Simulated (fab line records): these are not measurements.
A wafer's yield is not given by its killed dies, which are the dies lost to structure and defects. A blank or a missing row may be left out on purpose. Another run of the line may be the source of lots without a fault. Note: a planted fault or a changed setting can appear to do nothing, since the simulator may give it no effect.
fab line records    flow n5-finfet    part 1 of 2: steps 1 to 4 of 6
record lots=21  wafers=63  last-day=17
route steps=1938 shown BEOL_M1@797 BEOL_M2@841
lots that met no fault: taken from a fault-free run of the same line
start-h: hours from the record's first day to the start of the lot's first wafer shown    wait-h: hours from the lot's prior step to this one    " repeats the value in the row above    L1.1+2: a single row standing in for several wafers    - value missing, or start not given    * or withheld: withheld    < > ~ a bound
route shown NAME@n: names a module that has steps shown in the file, with the first one's number in the route    usual: mean/standard deviation taken from wafers without a fault    same: alike in all rows    chamber/n: place in a boat    sites: the reading at each site    _std_site: the standard deviation of these    _edge_site: outer sites' mean less inner sites'    radius-mm: how far each site lies from the wafer's centre    mask NAME#n: copy n    behind: tool/chamber where the wafer was last shaped    hold: reason for holding the lot/hours on hold/outcome of the hold    device: the transistor (n, p or np) that didn't switch    end of line: tests run on the same wafers once the route is complete    for a step that has no rows: nothing shown but its recipe    killed: dies that structure and defects cost at the first sort, which is not the same as the wafer's yield    map: a wafer's dies, marking killed ones x, the rest . and places with no die _
set.NAME: the setting the step ran with; set.NAME@STEP: the setting that earlier step ran with    model.NAME: the simulator's own value behind a step, which no gauge read
the route's steps for a sample of lots (tables are steps, rows are wafers)
services: the hour from which a tool's chamber was out of use, counted from the record's first day as start-h (under 0 if before that day), plus the number of hours and why
## steps
# step N5_BEOL_M1_VIA_ETCH_34
# recipe chemistry=C4F6/O2  target-depth-a=678  mask-material=SOC  pressure-mtorr=15  ion-energy-ev=250  taper-deg=4  time-s=64.4  source-w=350  bias-w=170  Ar_flow_sccm=300  C4F6_flow_sccm=10  O2_flow_sccm=10
# usual drypump-motor-current-A=5.5/0.48  oes-product-au=0.77/0.088  rf-vpp-V=662/9.7  showerhead-plenum-p-Torr=2.85/0.082  throttle-valve-pct=30.74/0.23
lot.wafer  tool         chamber  start-h  wait-h  drypump-motor-current-A  oes-product-au  rf-hours-counter-h  rf-vpp-V  showerhead-plenum-p-Torr  throttle-valve-pct
L074.1     rie-diel-05  3        127.16   0.0     5.5                      0.77            147                 649       2.74                      30.98
L074.2     "            1        "        "       5.0                      0.72            189                 659       2.93                      30.53
L074.3     "            0        "        "       6.4                      0.69            216                 668       2.82                      31.09
L075.1     rie-diel-03  2        132.99   0.0     4.8                      0.68            246                 655       2.92                      31.01
L075.2     "            3        "        "       5.4                      0.71            179                 664       2.84                      30.84
L075.4     "            1        "        "       5.4                      0.82            92                  659       2.88                      30.64
L076.1     rie-diel-02  3        138.25   0.0     5.8                      0.75            162                 680       2.96                      30.68
L076.2     "            2        "        "       5.2                      0.77            150                 649       2.83                      30.75
L076.4     "            0        "        "       5.9                      0.95            16                  679       3.01                      30.20
L078.1     rie-diel-02  0        151.85   0.0     5.9                      0.94            20                  679       3.01                      30.21
L078.2     "            1        "        "       5.4                      0.89            26                  674       2.89                      30.44
L078.3     "            2        "        "       5.2                      0.77            154                 647       2.83                      30.77
L077.1     rie-diel-05  1        151.97   0.0     5.0                      0.72            196                 659       2.93                      30.54
L077.5     "            3        "        "       5.5                      0.76            -                   650       2.74                      30.95
L077.6     "            0        "        "       6.5                      0.69            -                   667       2.81                      31.11
L079.1     rie-diel-03  2        163.48   0.0     4.8                      1.01            1                   655       2.92                      30.71
L079.2     "            3        "        "       5.3                      0.70            190                 665       2.83                      30.84
L079.3     "            0        "        "       5.5                      0.81            91                  654       2.85                      30.53
L080.2     rie-diel-02  2        163.56   0.0     5.2                      0.77            157                 646       2.83                      30.78
L080.5     "            0        "        "       5.9                      0.93            -                   679       3.01                      30.21
L080.6     "            1        "        "       5.4                      0.88            -                   675       2.88                      30.45
L082.2     rie-diel-02  0        178.87   0.0     5.9                      0.91            29                  677       3.01                      30.22
L082.5     "            2        "        "       5.2                      0.76            -                   649       2.83                      30.78
L082.6     "            1        "        "       5.4                      0.87            -                   675       2.88                      30.47
L083.1     rie-diel-03  3        182.33   0.0     5.3                      0.70            195                 663       2.83                      30.86
L083.3     "            1        "        "       5.4                      0.81            107                 660       2.87                      30.68
L083.5     "            2        "        "       4.8                      0.97            -                   655       2.91                      30.75
L084.1     rie-diel-02  3        186.38   0.0     5.8                      0.74            175                 678       2.95                      30.70
L084.3     "            2        "        "       5.2                      0.76            163                 649       2.83                      30.79
L084.6     "            1        "        "       5.4                      0.87            -                   673       2.88                      30.46
L086.2     rie-diel-03  1        203.15   0.0     5.4                      0.80            113                 660       2.87                      30.69
L086.5     "            0        "        "       5.5                      0.80            -                   654       2.85                      30.55
L086.6     "            3        "        "       5.3                      0.70            -                   664       2.83                      30.85
L087.3     rie-diel-03  3        206.56   0.0     5.3                      0.70            202                 662       2.83                      30.86
L087.5     "            3        "        "       5.4                      0.70            -                   663       2.83                      30.86
L087.6     "            0        "        "       5.5                      0.79            -                   656       2.85                      30.52
L088.1     rie-diel-05  3        209.12   0.0     5.5                      0.74            173                 648       2.73                      30.99
L088.3     "            2        "        "       6.4                      0.68            225                 677       2.69                      30.96
L088.4     "            1        "        "       5.0                      0.71            214                 658       2.92                      30.55
L089.1     rie-diel-03  3        218.51   0.0     5.3                      0.69            206                 663       2.83                      30.86
L089.3     "            1        "        "       5.5                      0.80            116                 662       2.87                      30.68
L089.6     "            1        "        "       5.5                      0.80            -                   660       2.87                      30.68
L091.1     rie-diel-05  3        225.60   0.0     5.5                      0.73            178                 650       2.73                      30.99
L091.5     "            3        "        "       5.5                      0.74            -                   648       2.73                      30.99
L091.6     "            0        "        "       6.4                      0.67            -                   668       2.80                      31.13
L092.1     rie-diel-05  0        240.41   0.0     6.4                      0.67            250                 668       2.80                      31.13
L092.2     "            2        "        "       6.4                      0.67            235                 676       2.69                      30.97
L092.3     "            3        "        "       5.5                      0.74            182                 650       2.73                      31.01
L093.1     rie-diel-05  1        243.37   0.0     5.1                      0.69            227                 658       2.92                      30.56
L093.2     "            2        "        "       6.4                      0.68            236                 675       2.69                      30.98
L093.4     "            2        "        "       6.3                      0.67            -                   676       2.69                      30.99
L094.2     rie-diel-05  2        248.34   0.0     6.4                      0.68            239                 675       2.69                      30.97
L094.4     "            3        "        "       5.5                      0.73            -                   650       2.73                      31.01
L094.6     "            2        "        "       6.4                      0.68            -                   674       2.69                      30.98
L095.1     rie-diel-03  3        256.43   0.0     5.4                      0.69            221                 662       2.82                      30.88
L095.4     "            0        "        "       5.5                      0.79            122                 654       2.84                      30.56
L095.6     "            0        "        "       5.6                      0.79            -                   654       2.84                      30.55
L096.2     rie-diel-03  2        259.99   0.0     4.9                      0.91            27                  654       2.91                      30.75
L096.4     "            3        "        "       5.4                      0.69            222                 662       2.82                      30.88
L096.6     "            2        "        "       4.9                      0.91            -                   655       2.91                      30.74
L097.3     rie-diel-03  3        261.59   0.0     5.3                      0.69            223                 663       2.82                      30.87
L097.4     "            0        "        "       5.5                      0.78            124                 655       2.84                      30.54
L097.5     "            2        "        "       4.8                      0.91            -                   654       2.91                      30.77
# step N5_BEOL_M1_SPUTTER_96
# recipe material=Cu  target-thk-a=45  temp-c=-20  chamber-pressure-pa=0.07  power-w=withheld  time-s=8.29
# usual substrate-temp-c=-20.01/0.095  susceptor-temp-C=-19.99/0.11  throttle-valve-pct=29.9/1.1
lot.wafer  tool            chamber  start-h  wait-h  substrate-temp-c  susceptor-temp-C  throttle-valve-pct
L074.1     pvd-sputter-02  -        132.00   0.1     -20.06            -20.07            29.2
L074.2     "               -        "        "       -19.96            -19.95            30.5
L074.3     "               -        "        "       -20.08            -19.96            31.8
L075.1     pvd-sputter-01  -        139.72   0.1     -20.01            -19.95            30.0
L075.2     "               -        "        "       -20.04            -19.92            29.3
L075.4     "               -        "        "       -19.86            -19.90            30.5
L076.1     pvd-sputter-01  -        141.71   0.1     -20.02            -19.96            30.8
L076.2     "               -        "        "       -19.87            -19.95            29.6
L076.4     "               -        "        "       -20.01            -19.95            29.8
L078.1     pvd-sputter-03  -        154.92   0.1     -19.90            -19.94            31.2
L078.2     "               -        "        "       -20.24            -20.14            28.1
L078.3     "               -        "        "       -20.09            -19.93            28.8
L077.1     pvd-sputter-02  -        155.33   0.1     -19.87            -20.03            29.0
L077.5     "               -        "        "       -20.20            -19.82            31.4
L077.6     "               -        "        "       -20.03            -19.87            28.8
L079.1     pvd-sputter-03  -        166.66   0.1     -20.16            -19.99            29.7
L079.2     "               -        "        "       -19.83            -20.02            31.5
L079.3     "               -        "        "       -20.10            -20.18            28.1
L080.2     pvd-sputter-01  -        167.55   0.1     -19.90            -20.00            30.8
L080.5     "               -        "        "       -19.83            -19.95            29.8
L080.6     "               -        "        "       -19.97            -20.09            29.6
L082.2     pvd-sputter-03  -        182.34   0.1     -20.00            -19.89            29.7
L082.5     "               -        "        "       -20.11            -20.16            28.6
L082.6     "               -        "        "       -19.85            -19.95            29.6
L083.1     pvd-sputter-01  -        185.65   0.1     -20.05            -20.07            29.9
L083.3     "               -        "        "       -20.01            -19.97            30.3
L083.5     "               -        "        "       -20.04            -19.93            30.3
L084.1     pvd-sputter-01  -        191.33   0.1     -19.81            -19.99            29.4
L084.3     "               -        "        "       -19.97            -19.99            30.7
L084.6     "               -        "        "       -20.04            -20.20            29.3
L086.2     pvd-sputter-02  -        206.33   0.1     -20.01            -20.09            28.7
L086.5     "               -        "        "       -20.12            -19.82            30.6
L086.6     "               -        "        "       -19.80            -19.88            31.7
L087.3     pvd-sputter-03  -        209.57   0.1     -20.15            -20.17            31.4
L087.5     "               -        "        "       -20.10            -19.96            28.4
L087.6     "               -        "        "       -19.88            -20.07            29.9
L088.1     pvd-sputter-03  -        211.90   0.1     -19.91            -19.75            30.0
L088.3     "               -        "        "       -19.93            -19.96            28.7
L088.4     "               -        "        "       -20.05            -19.68            31.4
L089.1     pvd-sputter-03  -        221.98   0.1     -20.03            -20.14            28.6
L089.3     "               -        "        "       -20.07            -20.02            31.2
L089.6     "               -        "        "       -20.04            -19.98            27.9
L091.1     pvd-sputter-02  -        228.93   0.1     -20.16            -19.99            30.2
L091.5     "               -        "        "       -20.04            -20.08            30.6
L091.6     "               -        "        "       -19.91            -19.97            31.7
L092.1     pvd-sputter-03  -        243.85   0.1     -20.02            -19.84            29.6
L092.2     "               -        "        "       -20.23            -20.25            28.6
L092.3     "               -        "        "       -19.92            -20.17            28.2
L093.1     pvd-sputter-01  -        247.01   0.1     -19.94            -20.15            30.9
L093.2     "               -        "        "       -20.01            -19.94            29.8
L093.4     "               -        "        "       -19.91            -20.16            29.6
L094.2     pvd-sputter-02  -        251.23   0.1     -19.85            -20.00            28.7
L094.4     "               -        "        "       -19.96            -20.17            28.7
L094.6     "               -        "        "       -19.96            -19.96            28.8
L095.1     pvd-sputter-03  -        259.89   0.1     -20.20            -19.99            31.6
L095.4     "               -        "        "       -19.96            -19.89            28.1
L095.6     "               -        "        "       -20.03            -19.98            28.4
L096.2     pvd-sputter-01  -        263.67   0.1     -19.94            -20.05            30.1
L096.4     "               -        "        "       -20.04            -19.92            31.2
L096.6     "               -        "        "       -20.11            -20.10            30.2
L097.3     pvd-sputter-01  -        266.97   0.1     -19.78            -20.04            30.7
L097.4     "               -        "        "       -19.89            -20.08            29.7
L097.5     "               -        "        "       -19.90            -20.00            30.5
# step N5_BEOL_M2_ILD_DEP_00
# recipe material=SiOC  target-thk-a=790  temp-c=350  precursor=DEMS/O2  pressure-torr=5  rf-w=500  time-s=15.3
# usual heater-power-w=483/100  showerhead-plenum-p-Torr=5.699/0.012  susceptor-temp-C=350.03/0.21  throttle-valve-pct=11.9/0.63
lot.wafer  tool      chamber  start-h  wait-h  heater-power-w  showerhead-plenum-p-Torr  susceptor-temp-C  throttle-valve-pct
L074.1     pecvd-02  0        133.16   0.0     425             5.673                     350.16            12.6
L074.2     "         2        "        "       652             5.685                     350.26            12.4
L074.3     "         1        "        "       496             5.690                     350.09            13.0
L075.1     pecvd-01  2        141.04   0.0     460             5.703                     350.26            11.4
L075.2     "         0        "        "       439             5.719                     349.87            11.8
L075.4     "         0        "        "       437             5.693                     349.78            11.9
L076.1     pecvd-04  1        142.83   0.0     632             5.692                     349.85            12.4
L076.2     "         0        "        "       444             5.719                     350.29            11.4
L076.4     "         1        "        "       632             5.706                     349.55            12.5
L078.1     pecvd-04  0        156.03   0.0     457             5.714                     350.18            11.4
L078.2     "         2        "        "       348             5.702                     349.76            11.0
L078.3     "         1        "        "       670             5.702                     349.82            12.2
L077.1     pecvd-04  0        156.44   0.0     449             5.720                     349.62            11.6
L077.5     "         2        "        "       351             5.697                     349.84            11.0
L077.6     "         0        "        "       449             5.700                     349.66            11.4
L079.1     pecvd-02  1        167.77   0.0     486             5.700                     349.98            13.0
L079.2     "         2        "        "       644             5.671                     350.15            12.5
L079.3     "         0        "        "       414             5.690                     350.13            12.5
L080.2     pecvd-01  2        168.96   0.0     549             5.701                     350.05            11.6
L080.5     "         2        "        "       542             5.689                     349.88            11.6
L080.6     "         0        "        "       412             5.708                     350.13            11.6
L082.2     pecvd-01  2        183.45   0.0     510             5.710                     350.27            11.4
L082.5     "         2        "        "       516             5.710                     349.93            11.3
L082.6     "         0        "        "       387             5.700                     349.97            11.6
L083.1     pecvd-01  2        186.76   0.0     502             5.703                     350.13            11.4
L083.3     "         1        "        "       402             5.712                     350.53            12.0
L083.5     "         1        "        "       394             5.716                     350.71            12.0
L084.1     pecvd-04  2        192.57   0.0     368             5.697                     350.21            10.9
L084.3     "         0        "        "       460             5.716                     350.10            11.3
L084.6     "         0        "        "       464             5.698                     350.00            11.4
L086.2     pecvd-04  2        207.45   0.0     372             5.705                     350.33            11.6
L086.5     "         1        "        "       644             5.707                     349.95            12.5
L086.6     "         2        "        "       363             5.709                     350.13            10.9
L087.3     pecvd-04  2        210.71   0.1     411             5.686                     349.90            11.1
L087.5     "         1        "        "       660             5.699                     350.33            12.6
L087.6     "         2        "        "       399             5.683                     350.28            11.1
L088.1     pecvd-02  1        213.06   0.0     464             5.680                     349.79            12.8
L088.3     "         1        "        "       462             5.701                     349.90            12.8
L088.4     "         0        "        "       407             5.678                     350.42            12.6
L089.1     pecvd-04  2        223.11   0.0     321             5.695                     350.06            11.1
L089.3     "         1        "        "       599             5.692                     349.93            12.3
L089.6     "         1        "        "       618             5.700                     350.03            12.4
L091.1     pecvd-01  0        230.10   0.0     433             5.709                     350.00            11.7
L091.5     "         1        "        "       482             5.714                     349.72            12.2
L091.6     "         2        "        "       469             5.727                     350.31            11.3
L092.1     pecvd-04  0        245.15   0.0     465             5.704                     349.94            11.4
L092.2     "         2        "        "       380             5.678                     350.10            11.2
L092.3     "         1        "        "       674             5.712                     349.59            12.4
L093.1     pecvd-02  1        248.12   0.0     460             5.698                     349.75            12.8
L093.2     "         0        "        "       501             5.680                     349.79            12.6
L093.4     "         1        "        "       465             5.710                     350.07            12.8
L094.2     pecvd-04  1        252.38   0.0     615             5.695                     349.97            12.2
L094.4     "         1        "        "       619             5.700                     350.04            12.6
L094.6     "         0        "        "       478             5.705                     349.84            11.3
L095.1     pecvd-02  1        261.00   0.0     555             5.691                     350.27            12.8
L095.4     "         2        "        "       650             5.679                     349.95            10.6
L095.6     "         0        "        "       474             5.685                     349.91            12.4
L096.2     pecvd-01  0        264.78   0.0     374             5.713                     350.21            11.7
L096.4     "         1        "        "       396             5.716                     350.10            11.7
L096.6     "         2        "        "       505             5.703                     350.04            11.7
L097.3     pecvd-01  1        268.18   0.0     397             5.703                     350.14            11.9
L097.4     "         1        "        "       396             5.701                     350.12            12.0
L097.5     "         2        "        "       477             5.702                     350.01            11.7
# step N5_BEOL_M2_HM_DEP_02
# recipe material=TiN  target-thk-a=200  temp-c=25  chamber-pressure-pa=0.49996
# usual substrate-temp-c=25.02/0.11  susceptor-temp-C=24.98/0.1  throttle-valve-pct=29.8/1.1
lot.wafer  tool            chamber  start-h  wait-h  substrate-temp-c  susceptor-temp-C  throttle-valve-pct
L074.1     pvd-sputter-01  -        135.05   1.8     25.01             25.18             30.5
L074.2     "               -        "        "       24.82             24.91             30.8
L074.3     "               -        "        "       25.14             25.12             29.8
L075.1     pvd-sputter-02  -        142.70   1.5     25.02             24.91             28.8
L075.2     "               -        "        "       25.05             24.79             30.2
L075.4     "               -        "        "       24.97             25.01             31.7
L076.1     pvd-sputter-01  -        143.70   0.8     25.05             24.95             30.8
L076.2     "               -        "        "       25.04             24.88             29.5
L076.4     "               -        "        "       25.28             25.04             30.7
L078.1     pvd-sputter-03  -        157.02   0.9     25.18             24.97             29.9
L078.2     "               -        "        "       24.97             24.86             28.2
L078.3     "               -        "        "       25.09             24.97             31.4
L077.1     pvd-sputter-03  -        157.48   0.9     25.08             24.68             31.5
L077.5     "               -        "        "       24.89             24.84             31.3
L077.6     "               -        "        "       25.06             25.03             27.9
L079.1     pvd-sputter-02  -        168.43   0.5     25.04             24.92             28.7
L079.2     "               -        "        "       24.99             24.89             32.1
L079.3     "               -        "        "       25.02             24.91             30.6
L080.2     pvd-sputter-03  -        170.56   1.5     24.80             25.15             31.4
L080.5     "               -        "        "       25.00             24.81             28.0
L080.6     "               -        "        "       25.08             24.97             29.6
L082.2     pvd-sputter-01  -        183.61   0.0     25.10             25.15             30.6
L082.5     "               -        "        "       24.91             24.91             30.6
L082.6     "               -        "        "       25.03             25.00             30.4
L083.1     pvd-sputter-01  -        187.51   0.6     25.12             25.00             30.5
L083.3     "               -        "        "       24.96             25.02             29.5
L083.5     "               -        "        "       25.20             24.98             30.9
L084.1     pvd-sputter-03  -        194.13   1.4     25.10             24.78             31.0
L084.3     "               -        "        "       24.84             24.93             28.7
L084.6     "               -        "        "       24.96             24.93             28.7
L086.2     pvd-sputter-01  -        207.63   0.0     24.90             24.96             30.8
L086.5     "               -        "        "       24.91             24.92             30.1
L086.6     "               -        "        "       25.14             25.10             29.5
L087.3     pvd-sputter-03  -        213.08   2.2     24.85             24.95             31.1
L087.5     "               -        "        "       24.98             24.87             31.4
L087.6     "               -        "        "       24.89             24.98             28.1
L088.1     pvd-sputter-03  -        213.78   0.6     25.20             25.07             29.6
L088.3     "               -        "        "       25.21             25.10             28.5
L088.4     "               -        "        "       25.15             25.10             31.4
L089.1     pvd-sputter-02  -        225.87   2.6     25.01             24.91             28.9
L089.3     "               -        "        "       25.02             25.06             28.8
L089.6     "               -        "        "       25.04             24.95             29.0
L091.1     pvd-sputter-03  -        230.27   0.1     25.22             25.15             28.3
L091.5     "               -        "        "       25.11             25.00             28.4
L091.6     "               -        "        "       24.78             24.87             31.4
L092.1     pvd-sputter-01  -        247.29   2.0     25.05             25.09             29.5
L092.2     "               -        "        "       25.07             24.91             30.2
L092.3     "               -        "        "       25.31             24.85             30.8
L093.1     pvd-sputter-03  -        248.67   0.4     24.78             24.92             28.7
L093.2     "               -        "        "       25.05             25.01             28.2
L093.4     "               -        "        "       25.03             24.97             29.8
L094.2     pvd-sputter-03  -        252.54   0.0     25.04             25.01             28.8
L094.4     "               -        "        "       25.03             25.03             28.0
L094.6     "               -        "        "       24.96             24.98             30.1
L095.1     pvd-sputter-03  -        261.29   0.2     25.08             24.96             28.7
L095.4     "               -        "        "       24.99             24.98             28.3
L095.6     "               -        "        "       24.98             24.76             28.1
L096.2     pvd-sputter-02  -        266.85   2.0     25.06             25.06             30.5
L096.4     "               -        "        "       24.95             24.93             29.0
L096.6     "               -        "        "       25.07             24.99             28.9
L097.3     pvd-sputter-03  -        269.98   1.7     25.01             25.11             28.9
L097.4     "               -        "        "       24.93             24.88             31.3
L097.5     "               -        "        "       24.94             24.92             31.3
